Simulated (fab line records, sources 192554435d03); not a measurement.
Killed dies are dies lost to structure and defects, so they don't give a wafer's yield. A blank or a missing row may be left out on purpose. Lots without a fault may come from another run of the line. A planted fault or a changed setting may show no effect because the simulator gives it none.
One fault seen from 2 desks | flow n5_finfet | each desk has only its own numbers; what lay behind them comes last

THE METROLOGY DESK
What the gauges read, lot by lot, whatever tool the lot ran on: means of the sampled wafers that have a number. A lot is out of limits, marked OUT, if its mean lies more than 4 standard deviations from the usual mean; the brackets give that distance.
Columns: A = trench_depth_nm at N5_BEOL_M6_OCD_MEAS_38, usual 94.9 nm; B = M6_RS at N5_BEOL_M6_RS_MEAS_57, usual 0.287 ohm/sq
lot  | first seen here | A    | B
L476 | day 8 17:35     | 94.4 | 0.285
L478 | day 9 20:32     | 94.2 | 0.293
L481 | day 10 15:37    | 95.2 | 0.277
L482 | day 11 02:28    | 95.4 | 0.289
L484 | day 11 13:22    | 96.4 | 0.278
L488 | day 12 03:38    | 94.9 | 0.283
L491 | day 13 07:46    | 94.6 | 0.284
L493 | day 13 13:04    | 92.9 | 0.290
L497 | day 14 18:11    | 95.4 | 0.284
L495 | day 14 18:46    | 95.6 | 0.286
L496 | day 14 19:10    | 95.3 | 0.288
L498 | day 14 20:32    | 96.1 | 0.285
L499 | day 15 19:35    | 95.2 | 0.292
This desk's finding: nothing out of limits on any of the 13 lots.

THE TOOL OWNER'S DESK: cvd_co-01
The tool's own readings at N5_BEOL_M6_CVD_78 (deposits Co from CCTBA/H2, target thk 2 nm, time 142.3 s): means of the sampled wafers that have a number, for each lot that ran on this tool. A lot is out of limits, marked OUT, if its mean lies more than 4 standard deviations from the usual mean; the brackets give that distance.
Columns: A = run_length_s at N5_BEOL_M6_CVD_78, usual 165.9 s
lot  | first seen here | A
L478 | day 9 22:28     | 166.4
L482 | day 11 03:47    | 165.9
L484 | day 11 14:52    | 168.9 (+4.3) OUT
L488 | day 12 04:52    | 166.0
L497 | day 14 19:19    | 166.4
L496 | day 14 20:45    | 166.3
L498 | day 14 22:16    | 166.1
L499 | day 15 22:40    | 166.1
This desk's finding: out of limits on L484; first on L484, day 11 14:52 (run_length_s at N5_BEOL_M6_CVD_78). In limits: L478, L482, L488, L497, L496, L498, L499.

PUT TOGETHER
The tool owner's desk could have raised an alarm at day 11 14:52, on L484.
The metrology desk saw nothing out of limits.
The metrology desk has L484 on record, within its limits.
Of the lots named, all ran N5_BEOL_M6_CVD_78 on cvd_co-01.

WHAT THE SIMULATOR HAD PUT IN
Process parameter drift: cvd_co-01, from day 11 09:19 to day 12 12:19, at N5_BEOL_M6_CVD_78. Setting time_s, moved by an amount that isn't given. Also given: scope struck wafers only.
Lots struck among those shown: L484.
Hours from the fault's start to each desk's first reading out of limits: the tool owner's desk, 6.
